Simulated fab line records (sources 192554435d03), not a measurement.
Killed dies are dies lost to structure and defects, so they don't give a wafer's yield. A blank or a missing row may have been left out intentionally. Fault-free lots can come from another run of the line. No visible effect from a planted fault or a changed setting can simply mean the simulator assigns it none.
Matching of chambers    flow n5_finfet    4 sister chambers for N5_BEOL_M3_VIA_ETCH_34 on rie_diel-06
The step etches the open film in C4F6/O2, target depth 69.4 nm, time 65.9 s. 16 wafers are shown with their chamber, then 8 later ones without.

== WAFERS WITH THEIR CHAMBER ==
wafer   chamber  showerhead_plenum_p_Torr (Torr)  rf_vpp_V (V)  oes_ar_750_au (a.u.)
L074.2  3        2.71                             674           0.71
L074.3  2        2.74                             665           0.75
L074.6  1        2.73                             670           0.76
L075.3  2        2.74                             665           0.75
L075.4  0        2.94                             677           0.69
L075.6  2        2.74                             664           0.75
L077.2  2        2.74                             664           0.75
L077.4  3        2.71                             672           0.70
L077.6  0        2.94                             676           0.70
L080.3  1        2.73                             671           0.76
L080.4  0        2.94                             676           0.70
L080.5  3        2.71                             673           0.70
L081.2  1        2.73                             671           0.75
L081.5  2        2.74                             664           0.74
L081.6  3        2.71                             672           0.70
L082.2  1        2.72                             671           0.75

SIGNATURES (averages over the wafers above)
reading                   chamber 0  chamber 1  chamber 2  chamber 3  scatter within a chamber
showerhead_plenum_p_Torr  2.9400     2.7275     2.7400     2.7100     0.0025
rf_vpp_V                  676.33     670.75     664.40     672.75     0.669
oes_ar_750_au             0.6967     0.7550     0.7480     0.7025     0.00518
Rule: a wafer's distance from a chamber is the root of the sum, over the readings, of the square of ((its reading less the chamber's mean) divided by the reading's scatter). The wafer belongs to the nearest chamber; if the next one is less than 2 further off, it can't be placed. How the scatter is found: for the shown wafers, subtract from each reading the mean of its chamber, square and add these, divide the total by (wafers less chambers), then take the root.

== WAFERS WHOSE CHAMBER IS MISSING ==
wafer   showerhead_plenum_p_Torr (Torr)  rf_vpp_V (V)  oes_ar_750_au (a.u.)
L082.3  2.74                             663           0.74
L082.6  2.94                             677           0.70
L085.4  2.73                             664           0.73
L085.5  2.70                             673           0.69
L085.6  2.93                             677           0.69
L095.2  2.70                             672           0.68
L095.4  2.93                             675           0.68
L095.6  2.73                             664           0.73

== WHICH CHAMBER EACH WENT THROUGH ==
wafer   from the rows above  in truth
L082.3  2                    2
L082.6  0                    0
L085.4  2                    2
L085.5  3                    3
L085.6  0                    0
L095.2  3                    3
L095.4  0                    0
L095.6  2                    2
Placed correctly: 8 of 8. From these rows, 0 cannot be placed. Wrongly placed: 0.
